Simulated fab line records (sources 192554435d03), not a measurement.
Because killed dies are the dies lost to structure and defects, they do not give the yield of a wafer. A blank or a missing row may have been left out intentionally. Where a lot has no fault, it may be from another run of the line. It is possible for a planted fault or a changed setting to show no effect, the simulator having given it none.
fab line records    flow n5Finfet
record lots=4  wafers=12  lastDay=17
route steps=1938 shown BEOL_M5@1151
lots that met no fault: from a run of the same line without faults
startH: hours from the record's first day to the start of the lot's first wafer shown    waitH: hours since the lot's step before    " as in the row above    L1.1+2: one row covering several wafers at once    - either no value or no given start    * or withheld: withheld    < > ~ a bound
route shown NAME@n: names a module that has steps shown in the file, with the first one's number in the route    usual: mean and standard deviation over wafers with no fault    same: alike in all rows    chamber/n: place in a boat    sites: each site's reading    _std_site: standard deviation of those values    _edge_site: outer sites' mean less inner sites'    radiusMm: how far each site lies from the wafer's centre    mask NAME#n: copy n    behind: the tool/chamber that last shaped the wafer    hold: why the lot went on hold/how many hours it stayed there/how the hold came to an end    device: which transistor (n, p or np) failed to switch    end of line: the tests these same wafers got at the end of their route    a step given without rows: its recipe and nothing more    killed: the dies lost at the first sort to structure and to defects; this is not the yield of the wafer    map: a wafer's dies, x killed, . not, _ none there
set.NAME: the setting as run; set.NAME@STEP: as run at that earlier step    model.NAME: the simulator's own value behind a step, which no gauge read
a table for each step, a row for each wafer; lots at some steps of the route
services: when a tool's chamber went out of use (startH, in hours from the record's first day, below 0 if earlier), for how many hours, and the reason
## steps
# step N5_BEOL_M5_DESCUM_33
# recipe chemistry=O2  timeS=7  sourcePowerW=50  biasPowerW=20  pressureMtorr=20  rfFrequencyHz=2.712e+07  tempC=40  resist=CAR-EUV  o2FlowSccm=225
# step N5_BEOL_M5_ETCH_75
# recipe chemistry=N2/H2  target=underlayer  targetDepthA=65  maskMaterial=CAR-EUV  timeS=5.2  ionEnergyEv=200  pressureMtorr=30  sourceW=840  biasW=150  n2FlowSccm=200  h2FlowSccm=200  ends=cleared
# step N5_BEOL_M5_ETCH_67
# recipe chemistry=CF4  target=SiARC  targetDepthA=156  maskMaterial=CAR-EUV  timeS=26  ionEnergyEv=80  pressureMtorr=40  sourceW=545  biasW=36  Ar_flow_sccm=100  cf4FlowSccm=100  ends=cleared
# step N5_BEOL_M5_ETCH_68
# recipe chemistry=N2/H2  target=SOC  targetDepthA=800  overetchA=160  maskMaterial=SiARC  tempC=40  timeS=120  ionEnergyEv=200  pressureMtorr=30  sourceW=840  biasW=150  n2FlowSccm=200  h2FlowSccm=200
# step N5_BEOL_M5_STRIP_69
# recipe chemistry=N2/H2  tempC=40  n2FlowSccm=200  h2FlowSccm=200  rfFrequencyHz=6e+07
# step N5_BEOL_M5_STRIP_76
# recipe chemistry=N2/H2  tempC=40  n2FlowSccm=200  h2FlowSccm=200  rfFrequencyHz=6e+07
# step N5_BEOL_M5_VIA_ETCH_34
# recipe chemistry=C4F6/O2  target=SiCOH_lowk  targetDepthA=883  maskMaterial=SOC  taperDeg=4  timeS=39.2  ionEnergyEv=250  pressureMtorr=30  sourceW=345  biasW=185  Ar_flow_sccm=300  C4F6_flow_sccm=10  O2_flow_sccm=10
# step N5_BEOL_M5_STRIP_85
# recipe chemistry=C4F6/O2  resist=SiARC  rfFrequencyHz=6e+07
# step N5_BEOL_M5_STRIP_36
# recipe chemistry=N2/H2  powerW=450  tempC=40  pressureMtorr=20  rfFrequencyHz=6e+07  overashFraction=0.3  biasPowerW=7  h2Frac=0.5  n2FlowSccm=200  h2FlowSccm=200
# step N5_BEOL_M5_TRENCH_ETCH_37
# recipe chemistry=C4F6/O2  targetDepthA=716.52  target=SiCOH_lowk  timeS=24.7  ionEnergyEv=250  pressureMtorr=30  sourceW=345  biasW=185  Ar_flow_sccm=300  C4F6_flow_sccm=10  O2_flow_sccm=10
# usual O2_flow_sccm=10.00/0.032  biasW=185.1/0.53  drypumpMotorCurrentA=5.84/0.21  oesProductAu=0.80/0.095  rfVppV=659/12  showerheadPlenumPTorr=2.85/0.11  throttleValvePct=21.03/0.23
lot.wafer  tool        chamber  startH  waitH  O2_flow_sccm  biasW  drypumpMotorCurrentA  oesProductAu  rfHoursCounterH  rfVppV  showerheadPlenumPTorr  throttleValvePct  model.etch.depthNm  model.BEOL_M5.featureDepthNm
L126.2     rieDiel-05  1        160.01  -      10.05         185.0  5.68                  0.68          235              649     2.83                   21.01             69.98               70
L126.3     "           3        "       "      10.04         185.8  6.01                  0.75          145              659     2.76                   21.17             70.96               71
L126.5     "           0        "       "      10.01         185.2  5.82                  0.69          -                660     2.82                   21.32             70.48               70.4
L139.3     rieDiel-05  0        247.67  -      10.00         205.5  5.83                  0.68          249              713     2.80                   21.39             73.51               73.6
L139.4     "           2        "       "      10.00         204.9  5.83                  0.86          80               695     3.02                   21.20             75.38               75.4
L139.6     "           3        "       "      10.06         205.8  6.00                  0.74          -                715     2.74                   21.24             73.98               74
L141.2     rieDiel-05  3        253.83  -      10.03         205.8  5.99                  0.74          176              713     2.74                   21.25             73.42               73.4
L141.5     "           1        "       "      10.00         204.4  5.66                  0.98          -                703     2.82                   20.69             74.18               74.2
L141.6     "           2        "       "      9.97          205.0  5.83                  0.86          -                696     3.02                   21.21             75.12               75.2
L149.1     rieDiel-04  1        320.00  -      10.01         185.2  6.02                  0.80          114              655     2.76                   20.73             71.25               71.2
L149.3     "           0        "       "      10.01         185.5  5.58                  0.69          222              658     2.72                   21.08             70.89               70.8
L149.6     "           1        "       "      10.01         185.2  6.02                  0.80          -                655     2.76                   20.74             71.42               71.4
# step N5_BEOL_M5_ETCH_41
# recipe chemistry=CH3F/O2  target=SiCN  targetDepthA=315  taperDeg=2  timeS=56.7  ionEnergyEv=120  maskMaterial=TiN  pressureMtorr=30  sourceW=395  biasW=75  Ar_flow_sccm=150  CH3F_flow_sccm=30  O2_flow_sccm=20
# step N5_BEOL_M5_STRIP_91
# recipe chemistry=N2/H2  timeS=10  powerW=450  tempC=40  pressureMtorr=20  rfFrequencyHz=6e+07  biasPowerW=7  n2FlowSccm=200  h2FlowSccm=200
# step N5_BEOL_M5_HM_STRIP_39
# recipe chemistry=peroxideTinStrip  material=TiN  targetDepthA=250  tempC=50  timeS=158
# step N5_BEOL_M5_SRD_40
# recipe timeS=30  tempC=23  rinseLiquid=diw  dry=ipaMarangoni
# step N5_BEOL_M5_PRECLEAN_42
# recipe chemistry=residueRemover  timeS=60  tempC=40
# step N5_BEOL_M5_SRD_43
# recipe timeS=30  tempC=23  rinseLiquid=diw  dry=ipaMarangoni
# step N5_BEOL_M5_CURE_80
# recipe tempC=370  timeS=120  ambient=DMADMS/He  material=SiCOH_lowk
# step N5_BEOL_M5_DEGAS_44
# recipe ambient=vacuum  tempC=250  timeS=60
# step N5_BEOL_M5_PRE_CLEAN_45
# recipe gas=H2/He  timeS=30  tempC=250
# step N5_BEOL_M5_ALD_86
# recipe material=TaN  targetThkA=*  tempC=275  aldPrecursorFamily=PDMAT  aldCoReactant=NH3  pressureTorr=3  carrierFlowSccm=1500  pulseTimeS=2  purgeTimeS=3  coReactantPurgeTimeS=2  coReactantPulseTimeS=3  aldCycles=30  precursorVesselTempC=75  precursorVesselPressureTorr=26.25  precursorVesselCarrierSccm=1000
# step N5_BEOL_M5_SURFACE_TREAT_87
# recipe gas=Ar  timeS=*  ionEnergyEv=*  ionCurrentMaCm2=0.5  pressureMtorr=*  arFlowSccm=30
# step N5_BEOL_M5_CVD_47
# recipe material=Co  targetThkA=30  tempC=withheld  precursor=CCTBA/H2  pressureTorr=30  timeS=216
# step N5_BEOL_M5_SPUTTER_48
# recipe material=Cu  targetThkA=150  tempC=-20  chamberPressurePa=0.07  powerW=withheld  timeS=27.62
# step N5_BEOL_M5_ANNEAL_49
# recipe tempC=400  timeS=1800  ambient=vacuum
# step N5_BEOL_M5_SPUTTER_81
# recipe material=Cu  targetThkA=150  tempC=-20  chamberPressurePa=0.07  powerW=withheld  timeS=27.62
# step N5_BEOL_M5_ANNEAL_82
# recipe tempC=400  timeS=1800  ambient=vacuum
# step N5_BEOL_M5_SPUTTER_83
# recipe material=Cu  targetThkA=150  tempC=-20  chamberPressurePa=0.07  powerW=withheld  timeS=27.62
# step N5_BEOL_M5_ANNEAL_84
# recipe tempC=400  timeS=1800  ambient=vacuum
# step N5_BEOL_M5_SPUTTER_88
# recipe material=Cu  targetThkA=150  tempC=-20  chamberPressurePa=0.07  powerW=withheld  timeS=27.62
# step N5_BEOL_M5_ANNEAL_89
# recipe tempC=400  timeS=1800  ambient=vacuum
# step N5_BEOL_M5_SPUTTER_90
# recipe material=Cu  targetThkA=45  tempC=-20  chamberPressurePa=0.07  powerW=withheld  timeS=8.29
# step N5_BEOL_M5_ECD_50
# recipe material=Cu  targetThkA=3000
# step N5_BEOL_M5_ANNEAL_51
# recipe tempC=225  timeS=90  ambient=N2
# step N5_BEOL_M5_CMP_52
# recipe stopOn=SiCOH_lowk  tOverpolishS=6.9  downForcePsi=1  platenRpm=50  clearingPlatenDownForcePsi=1.5  clearingPlatenRpm=50  postCmpClean=cuAlkaline  targetThkNm=62  clearingPlatenPadVelocityMS=0.99484  padVelocityMS=0.99484
# usual barrierFieldEndpointS=24.7/0.6  motorCurrentA=6.3/0.68  overpolishRunS=6.900/0.0089  timeToEndpointS=63/3
lot.wafer  tool    chamber  startH  waitH  barrierFieldEndpointS  motorCurrentA  overpolishRunS  timeToEndpointS  model.Cu_of_BEOL_M5_ECD_50.thkNm
L126.2     cmp-02  2        168.53  0.3    25.1                   7.6            6.893           67               62.8
L126.3     "       3        "       "      24.2                   5.4            6.905           61               61.8
L126.5     "       1        "       "      25.6                   6.5            6.896           61               61
L139.3     cmp-01  1        254.47  0.2    24.5                   6.1            6.901           62               62.8
L139.4     "       2        "       "      25.8                   5.4            6.896           68               67.2
L139.6     "       0        "       "      24.9                   6.1            6.903           62               63.2
L141.2     cmp-03  2        261.22  0.3    24.5                   6.9            6.906           63               64.4
L141.6     "       0        "       "      24.8                   6.7            6.907           66               67.2
L141.5     "       1        "       "      24.6                   6.1            6.899           63               65.2
L149.1     cmp-02  2        327.63  0.3    26.3                   7.3            6.904           71               63.8
L149.3     "       1        "       "      24.5                   6.4            6.903           64               62.2
L149.6     "       2        "       "      26.2                   7.3            6.905           68               63.6
## services
tool        chamber  startH  hours  kind
rieDiel-05  2        156.09  5.9    repair
cmp-01      -        159.94  1.0    repair
cmp-03      -        203.68  0.3    repair
rieDiel-05  1        210.42  -      clean
rieDiel-05  1        210.42  -      consumableReplace:focusRing
rieDiel-05  1        210.42  23.2   scheduledDown
cmp-02      -        212.38  0.3    repair
rieDiel-04  -        234.11  1.7    repair
cmp-03      -        240.60  4.1    repair
rieDiel-04  0        248.92  19.3   repair
cmp-03      -        253.55  4.0    pm
cmp-01      -        258.15  6.5    pm
rieDiel-05  -        261.73  0.6    repair
rieDiel-05  -        266.08  0.8    repair
cmp-03      -        274.21  0.6    repair
rieDiel-04  1        276.61  5.4    repair
cmp-01      -        277.37  1.1    repair
cmp-02      -        279.47  6.2    repair
rieDiel-04  -        281.45  0.4    repair
rieDiel-04  1        283.72  16.7   repair
rieDiel-05  1        290.76  9.6    repair
cmp-03      -        294.05  3.7    repair
cmp-01      -        322.87  0.9    repair
rieDiel-04  0        325.47  51.5   repair
## key
firstSign step=N5_BEOL_M5_TRENCH_ETCH_37  reading=biasW  direction=up  sigmas=38  usual=*  struck=*
effect step=N5_BEOL_M5_TRENCH_ETCH_37  reading=rfVppV  direction=up  sigmas=4  usual=659  struck=706
modelEffect step=N5_BEOL_M5_TRENCH_ETCH_37  value=etch.depthNm  without=71.86  struck=74.27
modelEffect step=N5_BEOL_M5_CMP_52  value=Cu_of_BEOL_M5_ECD_50.thkNm  without=62.6  struck=65
metAt N5_BEOL_M5_TRENCH_ETCH_37
struckWafers L139.3,L139.4,L139.6,L141.2,L141.5,L141.6
onsetBetween 160.01 247.67
fault kind=processParameterDrift  tool=rieDiel-05  chamber=-  onsetH=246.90  steps=N5_BEOL_M5_TRENCH_ETCH_37  channel=biasW  offset=*  shape=step  endH=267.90  actsIn=*  stated=*
